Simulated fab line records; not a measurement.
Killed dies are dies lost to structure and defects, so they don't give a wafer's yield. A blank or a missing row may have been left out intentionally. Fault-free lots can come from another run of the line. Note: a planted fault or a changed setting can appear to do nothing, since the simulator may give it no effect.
fab line records ; flow nandHarc ; part 2 of 2: steps 4 to 6 of 6
record: lots: 20; wafers: 60; lastDay: 33
route steps=1302 shown A_CONTACT@1098 A_BLC@1126 A_M0@1151 A_M1@1183
lots untouched by any fault: they come from a run of this same line in which no faults occurred
startH: the number of hours between the record's first day and the start of the first shown wafer of the lot ; waitH: time in hours since the lot's previous step ; " identical to the entry in the row above ; L1.1+2: several wafers, shown together as one row ; - value missing, or start not given ; * or withheld: withheld ; < > ~ a bound
route shown NAME@n: NAME is a module with steps in the file, n the number in the route of the first one ; usual: mean and standard deviation over wafers with no fault ; same: alike in all rows ; chamber/n: place in a boat ; sites: readings site by site ; _std_site: their standard deviation ; _edge_site: mean of outer sites minus mean of inner sites ; radiusMm: for every site, how far away it sits from the centre of the wafer ; mask NAME#n: copy n ; behind: tool/chamber where the wafer was last shaped ; hold: why the lot went on hold/how many hours it stayed there/how the hold came to an end ; device: names the non-switching transistor (n, p or np) ; end of line: the route-end tests of the same wafers ; for a step that has no rows: nothing shown but its recipe ; killed: not the wafer's yield, but the dies lost to structure and defects at the first sort ; map: a wafer's dies, marking killed ones x, the rest . and places with no die _
set.NAME: the setting the step ran with; set.NAME@STEP: the setting that earlier step ran with ; model.NAME: the simulator's own value behind a step, which no gauge read
steps of the route over a sample of lots; a table a step, a row a wafer
services: from which hour (startH, from the record's first day; less than 0 if before it) a tool's chamber was out of use, for how many hours, and why
== steps ==
step: NHARC_A_M0_ETCH_34
recipe: targetDepthA: 400; overetchA: 120; timeS: 43.94; ionEnergyEv: 200; n2FlowSccm: 150; h2FlowSccm: 150; arFlowSccm: 0; rfW: 400; biasW: 150; chemistry: N2/H2
usual: drypumpMotorCurrentA: 5.8/0.46; oesProductAu: 0.997/0.012; rfFwdPowerW: 395.4/1.7; rfVppV: 431.0/2.2; showerheadPlenumPTorr: 2.06/0.077; throttleValvePct: 14.172/0.0082
lot.wafer;tool;chamber;startH;waitH;drypumpMotorCurrentA;oesProductAu;rfFwdPowerW;rfHoursCounterH;rfVppV;showerheadPlenumPTorr;throttleValvePct
L074.4;rieDiel-02;2;523.09;0.1;6.1;1.014;398.8;6;432.3;2.08;14.168
L074.6;rieDiel-02;1;523.09;0.1;5.6;1.004;393.0;-;433.0;2.14;14.174
L074.5;rieDiel-02;2;523.09;0.1;6.1;1.008;398.4;-;431.8;2.08;14.184
L076.2;rieDiel-06;1;538.71;0.1;5.5;0.993;392.0;2;433.7;2.15;14.184
L076.4;rieDiel-06;3;538.71;0.1;5.8;0.972;394.8;1;433.4;2.12;14.180
L076.6;rieDiel-06;0;538.71;0.1;5.7;0.992;396.8;-;430.7;2.04;14.159
L075.1;rieDiel-06;2;542.56;0.1;6.7;0.974;395.0;2;428.6;1.98;14.187
L075.2;rieDiel-06;3;542.56;0.1;5.8;0.975;394.8;2;432.1;2.12;14.166
L075.6;rieDiel-06;2;542.56;0.1;6.7;0.974;396.9;-;427.9;1.98;14.173
L077.1;rieDiel-06;3;549.63;0.1;5.8;0.980;394.1;2;431.9;2.12;14.154
L077.4;rieDiel-06;0;549.63;0.1;5.6;1.016;396.0;2;432.7;2.04;14.160
L077.6;rieDiel-06;0;549.63;0.1;5.7;1.005;396.9;-;431.6;2.04;14.187
L078.4;rieDiel-06;2;550.61;0.1;6.7;0.987;396.2;2;428.5;1.98;14.172
L078.3;rieDiel-06;3;550.61;0.1;5.8;0.982;396.8;2;432.6;2.12;14.168
L078.2;rieDiel-06;0;550.61;0.1;5.7;1.016;395.8;2;432.4;2.04;14.172
L079.4;rieDiel-02;3;564.71;0.1;5.6;1.009;396.0;8;426.9;1.93;14.188
L079.2;rieDiel-02;1;564.71;0.1;5.6;1.007;393.8;8;435.1;2.14;14.179
L079.6;rieDiel-02;2;564.71;0.1;6.1;1.004;397.5;-;431.5;2.08;14.167
L080.2;rieDiel-02;0;581.75;0.1;5.1;0.991;393.7;0;428.2;2.00;14.183
L080.5;rieDiel-02;2;581.75;0.1;6.1;1.007;397.4;-;429.9;2.08;14.171
L080.6;rieDiel-02;3;581.75;0.1;5.6;1.012;395.4;-;428.5;1.93;14.171
L082.1;rieDiel-02;3;594.48;0.1;5.6;1.017;394.4;1;428.8;1.93;14.179
L082.4;rieDiel-02;0;594.48;0.1;5.1;0.995;395.7;1;429.0;2.00;14.165
L082.6;rieDiel-02;1;594.48;0.1;5.6;0.992;391.6;-;433.3;2.14;14.158
L085.2;rieDiel-02;3;634.97;0.1;5.6;1.007;397.3;3;428.1;1.93;14.178
L085.4;rieDiel-02;3;634.97;0.1;5.6;1.005;397.6;-;428.4;1.93;14.166
L085.5;rieDiel-02;0;634.97;0.1;5.1;0.995;395.5;-;428.8;2.00;14.178
L083.3;rieDiel-02;0;638.94;0.1;5.1;0.990;396.5;4;428.8;2.00;14.167
L083.2;rieDiel-02;2;638.94;0.1;6.1;0.995;397.3;3;430.9;2.08;14.163
L083.4;rieDiel-02;3;638.94;0.1;5.6;1.003;392.9;-;426.6;1.93;14.165
L086.1;rieDiel-07;3;640.53;0.1;6.3;0.979;398.1;11;431.3;2.06;14.183
L086.6;rieDiel-07;1;640.53;0.1;4.8;1.007;395.8;-;433.7;2.15;14.163
L086.5;rieDiel-07;2;640.53;0.1;5.9;0.992;395.7;-;433.8;2.16;14.166
L084.1;rieDiel-07;3;642.14;0.1;6.3;1.000;395.5;11;432.3;2.06;14.159
L084.3;rieDiel-07;0;642.14;0.1;5.5;1.009;395.9;8;428.7;2.01;14.179
L084.5;rieDiel-07;3;642.14;0.1;6.3;0.995;396.2;-;431.6;2.06;14.172
L087.1;rieDiel-06;0;660.88;0.1;5.7;0.996;395.3;8;430.5;2.04;14.165
L087.3;rieDiel-06;1;660.88;0.1;5.5;0.993;395.0;8;433.7;2.15;14.171
L087.5;rieDiel-06;1;660.88;0.1;5.4;0.994;394.4;-;431.3;2.15;14.166
L088.4;rieDiel-07;2;665.44;0.1;5.9;0.991;396.1;1;433.0;2.16;14.164
L088.2;rieDiel-07;0;665.44;0.1;5.5;1.001;394.0;1;429.6;2.00;14.171
L088.6;rieDiel-07;3;665.44;0.1;6.3;0.997;398.7;-;431.6;2.06;14.157
L089.3;rieDiel-02;2;675.03;0.1;6.1;1.002;395.5;6;431.7;2.08;14.168
L089.2;rieDiel-02;1;675.03;0.1;5.6;0.996;393.2;6;432.8;2.14;14.166
L089.6;rieDiel-02;2;675.03;0.1;6.1;1.003;397.4;-;431.2;2.08;14.168
L091.2;rieDiel-06;0;679.48;0.1;5.7;1.001;395.4;0;430.6;2.04;14.177
L091.4;rieDiel-06;1;679.48;0.1;5.5;0.993;393.0;0;434.2;2.15;14.157
L091.3;rieDiel-06;2;679.48;0.1;6.7;0.980;395.1;0;429.6;1.98;14.168
L093.2;rieDiel-07;1;716.87;0.1;4.7;0.991;393.0;3;432.2;2.15;14.181
L093.3;rieDiel-07;0;716.87;0.1;5.5;0.993;396.8;4;429.4;2.00;14.177
L093.6;rieDiel-07;1;716.87;0.1;4.7;0.980;393.2;-;433.2;2.15;14.178
L095.4;rieDiel-02;2;728.73;0.1;6.1;0.999;395.0;9;431.5;2.08;14.166
L095.1;rieDiel-02;3;728.73;0.1;5.6;1.005;396.1;10;427.9;1.92;14.158
L095.3;rieDiel-02;1;728.73;0.1;5.6;0.988;391.4;8;433.0;2.13;14.181
L096.3;rieDiel-02;2;736.62;0.1;6.1;1.009;395.7;9;430.9;2.08;14.175
L096.1;rieDiel-02;1;736.62;0.1;5.6;0.994;390.2;9;433.4;2.13;14.169
L096.6;rieDiel-02;2;736.62;0.1;6.1;1.002;397.1;-;429.9;2.08;14.171
L097.2;rieDiel-06;1;746.84;0.1;5.5;1.002;393.4;3;433.6;2.15;14.165
L097.4;rieDiel-06;3;746.84;0.1;5.8;0.987;396.7;4;432.7;2.12;14.178
L097.5;rieDiel-06;2;746.84;0.1;6.7;0.983;396.4;-;429.3;1.98;14.157
step: NHARC_A_M0_DEP_32
recipe: targetThkA: 300; tempC: 370; targetThkNm: 30; pressureTorr: 3; flowSccm: 200; rfW: 450; material: SiCN
usual: heaterPowerW: 524/62; rfFwdPowerW: 449.1/1.3
lot.wafer;tool;chamber;startH;waitH;heaterPowerW;rfFwdPowerW
L074.4;pecvd-04;0;525.75;0.2;463;447.6
L074.5;pecvd-04;1;525.75;0.2;489;448.3
L074.6;pecvd-04;2;525.75;0.2;477;448.9
L076.2;pecvd-02;1;541.25;0.1;513;448.8
L076.6;pecvd-02;2;541.25;0.1;635;449.4
L076.4;pecvd-02;0;541.25;0.1;640;450.4
L075.2;pecvd-02;2;545.11;0.1;555;447.3
L075.1;pecvd-02;0;545.11;0.1;664;449.7
L075.6;pecvd-02;2;545.11;0.1;557;446.4
L077.1;pecvd-04;1;552.22;0.1;434;448.0
L077.4;pecvd-04;0;552.22;0.1;539;449.5
L077.6;pecvd-04;1;552.22;0.1;444;448.1
L078.2;pecvd-04;0;553.19;0.1;427;450.4
L078.3;pecvd-04;1;553.19;0.1;493;448.1
L078.4;pecvd-04;2;553.19;0.1;564;449.1
L079.2;pecvd-03;1;567.32;0.1;506;448.5
L079.4;pecvd-03;0;567.32;0.1;448;448.9
L079.6;pecvd-03;1;567.32;0.1;504;448.7
L080.2;pecvd-03;2;584.30;0.1;513;450.6
L080.5;pecvd-03;2;584.30;0.1;520;448.2
L080.6;pecvd-03;1;584.30;0.1;577;449.2
L082.1;pecvd-03;1;597.07;0.1;614;446.7
L082.4;pecvd-03;0;597.07;0.1;453;449.0
L082.6;pecvd-03;1;597.07;0.1;627;446.6
L085.2;pecvd-03;1;637.55;0.1;502;448.8
L085.5;pecvd-03;2;637.55;0.1;523;447.0
L085.4;pecvd-03;0;637.55;0.1;467;448.7
L083.2;pecvd-02;0;641.58;0.1;611;449.3
L083.3;pecvd-02;2;641.58;0.1;532;449.3
L083.4;pecvd-02;2;641.58;0.1;527;450.2
L086.1;pecvd-03;0;643.28;0.1;436;449.7
L086.6;pecvd-03;2;643.28;0.1;612;446.7
L086.5;pecvd-03;0;643.28;0.1;431;447.3
L084.3;pecvd-04;1;644.72;0.1;504;450.8
L084.1;pecvd-04;2;644.72;0.1;495;449.2
L084.5;pecvd-04;1;644.72;0.1;497;450.4
L087.3;pecvd-04;1;663.63;0.1;459;450.5
L087.1;pecvd-04;2;663.63;0.1;558;451.3
L087.5;pecvd-04;0;663.63;0.1;483;451.3
L088.2;pecvd-04;0;668.12;0.1;454;449.5
L088.6;pecvd-04;2;668.12;0.1;536;450.2
L088.4;pecvd-04;0;668.12;0.1;449;450.3
L089.3;pecvd-04;2;677.89;0.1;474;450.6
L089.2;pecvd-04;1;677.89;0.1;499;448.8
L089.6;pecvd-04;1;677.89;0.1;502;449.2
L091.2;pecvd-02;1;682.38;0.1;535;450.8
L091.3;pecvd-02;2;682.38;0.1;543;450.2
L091.4;pecvd-02;2;682.38;0.1;549;450.8
L093.3;pecvd-04;1;719.47;0.1;477;446.7
L093.2;pecvd-04;2;719.47;0.1;557;449.6
L093.6;pecvd-04;0;719.47;0.1;431;451.2
L095.3;pecvd-04;0;731.26;0.1;467;451.3
L095.1;pecvd-04;2;731.26;0.1;525;451.4
L095.4;pecvd-04;0;731.26;0.1;477;448.9
L096.1;pecvd-02;0;739.16;0.1;569;448.3
L096.3;pecvd-02;2;739.16;0.1;591;449.6
L096.6;pecvd-02;0;739.16;0.1;567;448.4
L097.2;pecvd-03;2;749.59;0.1;555;448.8
L097.5;pecvd-03;1;749.59;0.1;518;449.9
L097.4;pecvd-03;2;749.59;0.1;538;449.3
step: NHARC_A_M1_ETCH_35
recipe: targetDepthA: 400; overetchA: 120; timeS: 43.94; ionEnergyEv: 200; n2FlowSccm: 150; h2FlowSccm: 150; arFlowSccm: 0; rfW: 400; biasW: 150; chemistry: N2/H2
usual: drypumpMotorCurrentA: 5.7/0.4; oesProductAu: 1.001/0.011; rfFwdPowerW: 395.6/2.2; rfVppV: 431.5/2.6; showerheadPlenumPTorr: 2.07/0.091; throttleValvePct: 14.172/0.01
lot.wafer;tool;chamber;startH;waitH;drypumpMotorCurrentA;oesProductAu;rfFwdPowerW;rfHoursCounterH;rfVppV;showerheadPlenumPTorr;throttleValvePct
L074.4;rieDiel-12;2;527.16;0.1;6.7;1.002;395.4;2.0;435.2;2.18;14.156
L074.6;rieDiel-12;3;527.16;0.1;5.8;0.996;395.8;-;432.5;2.07;14.178
L074.5;rieDiel-12;0;527.16;0.1;5.6;0.990;391.4;-;434.9;2.20;14.163
L076.2;rieDiel-12;0;542.77;0.1;5.6;1.004;395.8;2.3;435.1;2.20;14.169
L076.4;rieDiel-12;1;542.77;0.1;5.6;1.005;394.3;2.3;430.4;2.08;14.177
L076.6;rieDiel-12;3;542.77;0.1;5.8;0.994;399.7;-;431.1;2.07;14.169
L075.1;rieDiel-01;0;546.75;0.1;5.9;0.991;393.9;6.6;430.6;2.04;14.170
L075.2;rieDiel-01;2;546.75;0.1;5.9;0.981;398.4;7.8;434.1;2.18;14.190
L075.6;rieDiel-01;0;546.75;0.1;5.9;0.988;393.5;-;430.2;2.04;14.162
L077.1;rieDiel-12;3;553.65;0.1;5.8;0.994;397.4;2.5;429.9;2.07;14.178
L077.4;rieDiel-12;1;553.65;0.1;5.6;1.004;397.2;2.4;432.1;2.08;14.167
L077.6;rieDiel-12;2;553.65;0.1;6.7;0.995;396.0;-;435.8;2.18;14.178
L078.3;rieDiel-10;3;554.67;0.1;5.8;1.017;391.4;10.1;431.0;2.10;14.179
L078.4;rieDiel-10;1;554.67;0.1;6.0;1.001;393.3;9.1;429.5;2.02;14.164
L078.2;rieDiel-10;2;554.67;0.1;5.5;1.013;392.3;10.0;433.6;2.18;14.184
L079.4;rieDiel-01;0;568.76;0.1;5.9;1.003;392.2;0.0;429.9;2.04;14.171
L079.2;rieDiel-01;1;568.76;0.1;5.5;1.008;395.4;0.0;429.0;2.00;14.180
L079.6;rieDiel-01;2;568.76;0.1;5.9;1.003;396.4;-;433.3;2.18;14.163
L080.2;rieDiel-12;0;585.86;0.1;5.6;0.991;391.9;4.1;434.4;2.20;14.182
L080.6;rieDiel-12;1;585.86;0.1;5.6;1.008;394.4;-;432.6;2.08;14.167
L080.5;rieDiel-12;2;585.86;0.1;6.7;1.000;395.1;-;434.2;2.18;14.175
L082.4;rieDiel-01;1;598.37;0.1;5.5;0.998;396.7;1.1;429.6;1.99;14.144
L082.1;rieDiel-01;3;598.37;0.1;5.1;1.023;399.2;1.5;426.9;1.90;14.165
L082.6;rieDiel-01;0;598.37;0.1;5.9;1.020;393.5;-;430.8;2.04;14.168
L085.4;rieDiel-10;0;639.19;0.1;5.3;0.979;396.7;0.8;429.9;2.01;14.177
L085.2;rieDiel-10;3;639.19;0.1;5.7;0.994;393.7;0.9;433.2;2.10;14.169
L085.5;rieDiel-10;1;639.19;0.1;6.0;1.021;394.7;-;429.3;2.02;14.182
L083.4;rieDiel-01;3;643.28;0.1;5.1;1.023;398.2;2.4;426.6;1.90;14.166
L083.3;rieDiel-01;1;643.28;0.1;5.5;1.000;396.5;3.3;427.5;1.99;14.150
L083.2;rieDiel-01;2;643.28;0.1;5.9;0.995;396.5;3.5;434.3;2.18;14.184
L086.1;rieDiel-10;1;644.71;0.1;6.0;1.003;395.0;1.3;429.0;2.02;14.182
L086.6;rieDiel-10;0;644.71;0.1;5.4;0.989;396.4;-;427.9;2.01;14.165
L086.5;rieDiel-10;1;644.71;0.1;6.0;1.003;395.6;-;430.4;2.02;14.170
L084.3;rieDiel-12;3;646.12;0.1;5.8;1.002;396.2;0.7;431.7;2.07;14.186
L084.1;rieDiel-12;1;646.12;0.1;5.6;1.007;395.2;0.8;433.0;2.08;14.182
L084.5;rieDiel-12;3;646.12;0.1;5.8;0.998;398.5;-;432.1;2.07;14.178
L087.3;rieDiel-12;1;665.12;0.1;5.6;1.011;396.7;1.1;432.2;2.08;14.187
L087.1;rieDiel-12;3;665.12;0.1;5.8;1.004;394.9;1.0;430.6;2.07;14.179
L087.5;rieDiel-12;1;665.12;0.1;5.6;1.011;394.8;-;430.5;2.08;14.168
L088.4;rieDiel-10;3;669.45;0.1;5.8;1.016;390.5;2.8;432.2;2.10;14.173
L088.2;rieDiel-10;2;669.45;0.1;5.5;1.000;391.0;3.0;436.5;2.18;14.174
L088.6;rieDiel-10;0;669.45;0.1;5.4;0.997;398.2;-;429.6;2.01;14.156
L089.2;rieDiel-12;3;679.41;0.1;5.8;0.996;394.7;1.4;432.4;2.07;14.173
L089.3;rieDiel-12;0;679.41;0.1;5.6;0.989;394.1;1.5;434.6;2.20;14.168
L089.6;rieDiel-12;3;679.41;0.1;5.8;1.000;396.2;-;431.5;2.07;14.158
L091.3;rieDiel-01;2;683.98;0.1;5.9;0.991;397.1;5.8;434.7;2.18;14.166
L091.4;rieDiel-01;0;683.98;0.1;5.9;1.002;394.9;5.9;432.4;2.04;14.173
L091.2;rieDiel-01;1;683.98;0.1;5.5;1.014;398.6;5.6;431.1;1.99;14.180
L093.2;rieDiel-10;1;720.82;0.1;6.0;1.013;398.3;6.0;429.3;2.02;14.188
L093.3;rieDiel-10;3;720.82;0.1;5.8;1.002;394.1;6.2;430.9;2.10;14.168
L093.6;rieDiel-10;1;720.82;0.1;6.0;1.013;398.9;-;430.1;2.02;14.165
L095.1;rieDiel-01;2;732.65;0.1;5.9;0.994;398.6;8.4;434.9;2.18;14.160
L095.3;rieDiel-01;3;732.65;0.1;5.1;1.015;397.2;7.0;426.5;1.89;14.174
L095.4;rieDiel-01;0;732.65;0.1;5.9;1.003;397.5;8.1;428.4;2.04;14.182
L096.3;rieDiel-12;3;740.68;0.1;5.8;1.011;398.4;2.6;432.2;2.07;14.158
L096.1;rieDiel-12;0;740.68;0.1;5.6;1.008;392.8;2.9;435.0;2.20;14.180
L096.6;rieDiel-12;3;740.68;0.1;5.8;1.009;396.3;-;431.2;2.07;14.179
L097.2;rieDiel-01;0;750.97;0.1;5.9;0.996;393.8;0.0;429.9;2.04;14.170
L097.5;rieDiel-01;3;750.97;0.1;5.1;1.019;396.1;-;426.5;1.89;14.187
L097.4;rieDiel-01;1;750.97;0.1;5.5;0.993;397.6;-;430.8;1.99;14.166
== services ==
tool;chamber;startH;hours;kind
rieDiel-09;-;497.10;9.0;pm
rieDiel-13;1;502.11;6.3;repair
rieDiel-13;3;503.17;2.0;repair
rieDiel-13;-;519.06;9.0;pm
rieDiel-04;-;533.45;9.0;pm
rieDiel-11;0;533.94;3.5;repair
rieDiel-12;-;550.33;1.0;repair
rieDiel-09;1;550.33;3.0;repair
rieDiel-12;-;554.55;1.1;repair
rieDiel-12;1;556.63;8.4;repair
rieDiel-02;2;557.33;5.3;repair
rieDiel-02;-;571.02;9.0;pm
rieDiel-05;0;571.64;6.3;repair
rieDiel-05;-;583.60;9.0;pm
rieDiel-11;-;609.67;9.0;pm
rieDiel-02;1;628.68;13.2;repair
pecvd-04;-;631.27;13.0;pm
rieDiel-11;3;648.17;8.8;repair
rieDiel-11;3;676.77;15.5;repair
rieDiel-02;3;677.17;7.0;repair
rieDiel-11;1;690.05;7.9;repair
rieDiel-11;0;722.04;6.5;repair
rieDiel-11;1;736.32;16.2;repair
rieDiel-02;-;748.02;9.0;pm
